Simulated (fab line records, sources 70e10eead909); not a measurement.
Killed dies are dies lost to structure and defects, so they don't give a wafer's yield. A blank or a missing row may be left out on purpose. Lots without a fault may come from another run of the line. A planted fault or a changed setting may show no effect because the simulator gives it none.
Chamber matching | flow nand_harc | NHARC_A_M1_CMP_23 on cmp-03: 4 sister chambers
The step polishes, t overpolish 20 s, target thk 154.34 nm. 7 wafers are shown with their chamber, then 8 later ones without.

WAFERS WITH THEIR CHAMBER
wafer  | chamber | motor_current_A (A) | time_to_endpoint_s (s)
L077.1 | 2       | 12.9                | 29.2
L076.4 | 2       | 12.8                | 28.8
L080.2 | 3       | 10.7                | 26.1
L086.2 | 0       | 11.9                | 27.8
L086.3 | 1       | 12.9                | 31.1
L086.6 | 0       | 12.3                | 27.4
L092.1 | 3       | 10.5                | 30.1

WAFERS WITHOUT THEIR CHAMBER
wafer  | motor_current_A (A) | time_to_endpoint_s (s)
L092.3 | 12.4                | 27.2
L092.4 | 12.9                | 31.9
L094.1 | 13.1                | 28.9
L094.2 | 12.1                | 30.4
L094.3 | 12.8                | 33.8
L096.2 | 12.7                | 26.5
L096.3 | 10.1                | 26.0
L096.6 | 12.4                | 27.7

WHICH CHAMBER EACH WENT THROUGH
wafer  | from the rows above          | in truth
L092.3 | can't be placed: 0 or 2 or 1 | 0
L092.4 | can't be placed: 1 or 2      | 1
L094.1 | can't be placed: 2 or 1      | 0
L094.2 | 0                            | 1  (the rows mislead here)
L094.3 | can't be placed: 1 or 2      | 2
L096.2 | can't be placed: 2 or 1 or 0 | 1
L096.3 | 3                            | 3
L096.6 | can't be placed: 0 or 2 or 1 | 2
Placed correctly: 1 of 8. Can't be placed from these rows: 6 (the true chamber is among the candidates in 5). Placed wrongly: 1.
How it was worked out, from the rows above alone: a wafer's distance from a chamber is the root of the sum, over the readings, of the square of ((its reading less the chamber's mean) divided by the reading's scatter). The wafer belongs to the nearest chamber; if the next one is less than 2 further off, it can't be placed. A chamber's mean is the mean of its shown wafers. The scatter: the root of (the sum of the squares of (reading less its chamber's mean) over the shown wafers, divided by (wafers less chambers)).
